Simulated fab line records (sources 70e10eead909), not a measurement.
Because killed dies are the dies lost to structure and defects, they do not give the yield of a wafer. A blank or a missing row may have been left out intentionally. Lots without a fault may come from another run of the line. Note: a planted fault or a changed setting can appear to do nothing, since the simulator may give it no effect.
3 desks, one fault    flow nand-harc    only its own numbers are on each desk; what lay behind them is given at the end

== THE METROLOGY DESK ==
Means of the sampled wafers that have a number, per lot and without regard to the tool the lot ran on: this is what the gauges read. Marked OUT: a lot whose mean sits more than 4 standard deviations from the usual mean, which makes it out of limits; the brackets give that distance.
Columns: A = thk-nm at NHARC_P_M1_THK_MEAS_24, usual 157.0 nm
lot   first seen here  A
L859  day 6 12:28      155.6
L860  day 6 21:47      157.7
L861  day 7 12:01      157.0
L862  day 7 16:20      157.9
L871  day 11 13:04     160.5
L872  day 11 15:35     158.5
L874  day 12 12:24     154.1
L875  day 12 18:08     156.8
L876  day 13 06:38     156.9
L878  day 14 02:52     158.0
L879  day 14 12:35     156.6
L880  day 15 13:10     157.1
L881  day 15 17:35     157.9
L882  day 16 00:15     157.5
This desk's finding: nothing out of limits on any of the 14 lots.

== THE TOOL OWNER'S DESK: cmp-01 ==
The tool's own readings at NHARC_P_M1_CMP_23 (polishes, t overpolish 20 s, target thk 157.82 nm): means of the sampled wafers that have a number, for each lot that ran on this tool. Marked OUT: a lot whose mean sits more than 4 standard deviations from the usual mean, which makes it out of limits; the brackets give that distance.
Columns: A = motor-current-A at NHARC_P_M1_CMP_23, usual 12.1 A; B = time-to-endpoint-s at NHARC_P_M1_CMP_23, usual 26.8 s
lot   first seen here  A     B
L859  day 6 12:08      12.2  25.3
L871  day 11 12:45     12.1  28.7
L872  day 11 15:17     11.6  30.5
L880  day 15 12:51     11.8  29.0
This desk's finding: nothing out of limits on any of the 4 lots.

== THE DEFECT DESK ==
What the inspections along the route counted, lot by lot: means of the sampled wafers that have a number. Marked OUT: a lot whose mean sits more than 4 standard deviations from the usual mean, which makes it out of limits; the brackets give that distance.
Columns: A = raw-defect-count at NHARC_P_M0_INSPECT_27, usual 311; B = raw-defect-count at NHARC_P_M1_INSPECT_27, usual 371
lot   first seen here  A    B
L859  day 6 08:10      434  292
L860  day 6 17:52      218  361
L861  day 7 07:57      246  338
L862  day 7 12:29      358  373
L871  day 11 09:10     391  902
L872  day 11 11:33     407  940
L874  day 12 08:23     368  496
L875  day 12 14:14     387  246
L876  day 13 02:26     314  204
L878  day 13 22:59     355  438
L879  day 14 08:42     201  335
L880  day 15 09:13     385  353
L881  day 15 13:40     291  287
L882  day 15 20:13     372  410
This desk's finding: nothing out of limits on any of the 14 lots.

== ALL TOGETHER ==
At the metrology desk, nothing out of limits was observed.
The desk of the tool owner found nothing out of limits.
Nothing out of limits was seen by the defect desk.

== WHAT THE SIMULATOR HAD INSERTED ==
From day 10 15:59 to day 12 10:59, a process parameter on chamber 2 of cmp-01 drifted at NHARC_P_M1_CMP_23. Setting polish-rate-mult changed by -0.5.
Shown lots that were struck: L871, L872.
